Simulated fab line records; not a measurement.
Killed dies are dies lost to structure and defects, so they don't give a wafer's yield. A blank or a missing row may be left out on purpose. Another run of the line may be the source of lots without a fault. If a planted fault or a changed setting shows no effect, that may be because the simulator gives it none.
Matching of chambers ; flow n5 finfet ; 3 sister chambers for N5_FIN_SAQP_PECVD_47 on pecvd-02
The step deposits a-Si from SiH4/He, target thk 45 nm, time 36.3 s. 3 wafers are shown with their chamber, then 10 later ones without.

WAFERS WITH THEIR CHAMBER
wafer;chamber;throttle valve pct (%)
L084.6;2;17.0
L085.1;1;18.9
L085.4;0;19.7

WAFERS MISSING THEIR CHAMBER
wafer;throttle valve pct (%)
L085.5;17.1
L086.4;19.0
L086.5;17.2
L086.6;20.0
L092.3;17.2
L092.5;18.5
L092.6;19.8
L095.2;20.2
L095.4;17.0
L095.6;18.9

EACH ONE'S CHAMBER
wafer;from the rows above;in truth
L085.5;2;2
L086.4;1;1
L086.5;2;2
L086.6;0;0
L092.3;2;2
L092.5;1;1
L092.6;0;0
L095.2;0;0
L095.4;2;2
L095.6;1;1
10 of 10 placed correctly. From these rows, 0 cannot be placed. Number placed wrongly: 0.
How it was worked out, from the rows above alone: a wafer's distance from a chamber is the root of the sum, over the readings, of the square of ((its reading less the chamber's mean) divided by the reading's scatter). The wafer belongs to the nearest chamber; if the next one is less than 2 further off, it can't be placed. The mean given for a chamber averages the wafers shown for that chamber. The scatter (one wafer shown for each chamber): square how far every hidden wafer sits from the nearest shown wafer, average those squares and take the square root.
